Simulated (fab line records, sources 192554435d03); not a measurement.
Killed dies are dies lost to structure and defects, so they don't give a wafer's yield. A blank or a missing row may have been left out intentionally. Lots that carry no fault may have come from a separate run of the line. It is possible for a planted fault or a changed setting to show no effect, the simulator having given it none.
Chamber matching    flow n5-finfet    N5_MOL_CONTACT_COAG_ALD_20 on ald-metal-04: 4 sister chambers
The step deposits TiN, target thk 1.5 nm, pulse time 1 s, purge time 3 s. 4 wafers are shown with their chamber, then 12 later ones without.

== WAFERS PAIRED WITH THEIR CHAMBERS ==
wafer   chamber  heater-power-w (W)
L088.3  3        853
L092.1  1        979
L092.2  0        706
L092.3  2        742

== WAFERS WITH NO CHAMBER GIVEN ==
wafer   heater-power-w (W)
L093.1  869
L093.2  980
L093.3  689
L094.2  736
L094.3  686
L094.5  698
L096.2  721
L096.3  703
L096.6  995
L097.1  683
L097.3  946
L097.6  702

== EACH ONE'S CHAMBER ==
wafer   from the rows above      in truth
L093.1  3                        3
L093.2  1                        1
L093.3  0                        0
L094.2  can't be placed: 2 or 0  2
L094.3  0                        0
L094.5  0                        0
L096.2  can't be placed: 0 or 2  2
L096.3  0                        0
L096.6  1                        1
L097.1  0                        0
L097.3  1                        1
L097.6  0                        0
10 of 12 placed correctly. From these rows, 2 cannot be placed; in 2 the true chamber is one of the candidates. 0 placed wrongly.
How it was worked out, from the rows above alone: a wafer's distance from a chamber is the root of the sum, over the readings, of the square of ((its reading less the chamber's mean) divided by the reading's scatter). The wafer belongs to the nearest chamber; if the next one is less than 2 further off, it can't be placed. For every chamber, the mean is computed from those of its wafers that are shown. The scatter: root of mean squared gap, hidden wafer to nearest shown wafer, with one shown wafer a chamber.
